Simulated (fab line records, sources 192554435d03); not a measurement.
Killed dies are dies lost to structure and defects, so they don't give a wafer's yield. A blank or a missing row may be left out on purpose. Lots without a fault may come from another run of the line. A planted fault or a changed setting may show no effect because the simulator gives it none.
Chamber matching | flow n5_finfet | N5_BEOL_M7_STRIP_19 on rie_diel-01: 4 sister chambers
The step strips in O2. 14 wafers are shown with their chamber, then 7 later ones without.

WAFERS WITH THEIR CHAMBER
wafer  | chamber | throttle_valve_pct (%) | showerhead_plenum_p_Torr (Torr) | drypump_motor_current_A (A)
L075.1 | 3       | 17.27                  | 2.01                            | 6.1
L075.4 | 0       | 16.62                  | 2.10                            | 6.4
L075.6 | 2       | 16.50                  | 2.18                            | 6.1
L076.2 | 3       | 17.29                  | 2.01                            | 6.1
L076.5 | 3       | 17.30                  | 2.01                            | 6.0
L076.6 | 0       | 16.63                  | 2.10                            | 6.4
L077.1 | 2       | 16.52                  | 2.18                            | 6.1
L077.4 | 1       | 16.73                  | 1.98                            | 5.3
L077.6 | 3       | 17.28                  | 2.00                            | 6.0
L079.1 | 3       | 17.28                  | 2.00                            | 6.1
L079.2 | 0       | 16.64                  | 2.10                            | 6.4
L079.3 | 1       | 16.72                  | 1.98                            | 5.3
L078.1 | 1       | 16.72                  | 1.97                            | 5.3
L078.3 | 0       | 16.63                  | 2.10                            | 6.4

SIGNATURES (means of the wafers above)
reading                  | chamber 0 | chamber 1 | chamber 2 | chamber 3 | scatter within a chamber
throttle_valve_pct       | 16.6300   | 16.7233   | 16.5100   | 17.2840   | 0.00993
showerhead_plenum_p_Torr | 2.1000    | 1.9767    | 2.1800    | 2.0060    | 0.00432
drypump_motor_current_A  | 6.400     | 5.300     | 6.100     | 6.060     | 0.0346
Rule: a wafer's distance from a chamber is the root of the sum, over the readings, of the square of ((its reading less the chamber's mean) divided by the reading's scatter). The wafer belongs to the nearest chamber; if the next one is less than 2 further off, it can't be placed. The scatter: the root of (the sum of the squares of (reading less its chamber's mean) over the shown wafers, divided by (wafers less chambers)).

WAFERS WITHOUT THEIR CHAMBER
wafer  | throttle_valve_pct (%) | showerhead_plenum_p_Torr (Torr) | drypump_motor_current_A (A)
L078.6 | 16.73                  | 1.97                            | 5.3
L093.3 | 16.66                  | 2.08                            | 6.4
L093.4 | 17.35                  | 1.99                            | 6.1
L093.5 | 16.80                  | 1.96                            | 5.3
L095.1 | 16.77                  | 1.96                            | 5.3
L095.2 | 16.68                  | 2.08                            | 6.4
L095.5 | 16.79                  | 1.96                            | 5.3

WHICH CHAMBER EACH WENT THROUGH
wafer  | from the rows above | in truth
L078.6 | 1                   | 1
L093.3 | 0                   | 0
L093.4 | 3                   | 3
L093.5 | 1                   | 1
L095.1 | 1                   | 1
L095.2 | 0                   | 0
L095.5 | 1                   | 1
Placed correctly: 7 of 7. Can't be placed from these rows: 0. Placed wrongly: 0.
